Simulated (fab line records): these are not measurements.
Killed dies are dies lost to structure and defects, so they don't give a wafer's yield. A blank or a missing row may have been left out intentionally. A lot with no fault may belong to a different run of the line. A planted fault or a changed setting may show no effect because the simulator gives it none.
Which tool did it? | flow n5_finfet | 11 lots, 32 wafers sampled, at 3 steps of a route of 1938

== WHAT THE GAUGES READ, wafer by wafer ==
N5_PASSIVATION_CD_MEAS_30: the cd target is 4000 nm.
lot  | measured     | on        | cd_nm (nm)
L903 | day 11 19:19 | cd_sem-01 | 4003.1 4000.5 3998.8
L907 | day 12 23:38 | cd_sem-03 | 3999.7 4001.2 4001.7
L908 | day 13 16:17 | cd_sem-03 | 3998.5 3999.1
L911 | day 14 07:58 | cd_sem-02 | 3999.0 4001.5 3997.2
L914 | day 15 04:44 | cd_sem-02 | 4002.7 4001.4 4001.7
L916 | day 15 13:53 | cd_sem-03 | 3998.9 3998.2 4000.6
L919 | day 16 06:46 | cd_sem-01 | 3999.9 3999.2 3997.8
L920 | day 16 02:29 | cd_sem-03 | 3997.6 3998.5 3998.3
L923 | day 17 10:49 | cd_sem-01 | 3998.4 3999.5 3997.7
L924 | day 17 11:13 | cd_sem-02 | 3999.5 3998.1 3995.7
L926 | day 17 11:40 | cd_sem-01 | 3999.7 3998.6 4001.2

== EACH LOT AND THE TOOL THAT RAN IT (in order: tool; ch and the chambers of the sampled wafers; start) ==
lot  | N5_MOL_CONTACT_COAG_CMP_23    | N5_PASSIVATION_DEGAS_18
L903 | cmp-03 ch 0,2,3, day 5 01:56  | pvd_sputter-03, day 11 18:32
L907 | cmp-04 ch 1,3, day 6 03:54    | pvd_sputter-03, day 12 22:59
L908 | cmp-04 ch 0,2, day 6 07:55    | pvd_sputter-02, day 13 15:31
L911 | cmp-04 ch 0,2, day 7 08:20    | pvd_sputter-01, day 14 07:18
L914 | cmp-04 ch 1,2, day 7 22:35    | pvd_sputter-01, day 15 03:57
L916 | cmp-01 ch 0,2,3, day 8 04:02  | pvd_sputter-02, day 15 13:06
L919 | cmp-03 ch 0,1, day 9 04:53    | pvd_sputter-02, day 16 06:06
L920 | cmp-01 ch 0,2,3, day 9 09:31  | pvd_sputter-03, day 16 01:49
L923 | cmp-01 ch 0,1,2, day 9 22:16  | pvd_sputter-02, day 17 10:10
L924 | cmp-01 ch 0,2,3, day 10 03:08 | pvd_sputter-01, day 17 10:27
L926 | cmp-03 ch 0,2,3, day 10 16:19 | pvd_sputter-03, day 17 10:53
- N5_MOL_CONTACT_COAG_CMP_23: polishes, stops on SiO2, t overpolish 1.5 s, target thk 0 nm.
- N5_PASSIVATION_DEGAS_18: time 60 s.

== THE ANSWER, worked out from the rows above alone ==
Rule: the lots themselves supply what counts as usual. The widest of any qualifying gaps counts: lots, ordered by their means at a reading, are off when they make up no more than a third of the lots, leave a main group of 4 or more, and stand apart from it by 3 or more times the standard deviation of that group's means. A main group is skipped when, at the precision printed for the reading in the tables above, its means are all equal. A lot without any number at a reading at which 4 lots or more have one is off too. Any other lot the step has rows for is counted as sound.
Across all readings shown, no lot is off: no conclusion can be drawn from this.

== WHAT THE SIMULATOR HAD PUT IN ==
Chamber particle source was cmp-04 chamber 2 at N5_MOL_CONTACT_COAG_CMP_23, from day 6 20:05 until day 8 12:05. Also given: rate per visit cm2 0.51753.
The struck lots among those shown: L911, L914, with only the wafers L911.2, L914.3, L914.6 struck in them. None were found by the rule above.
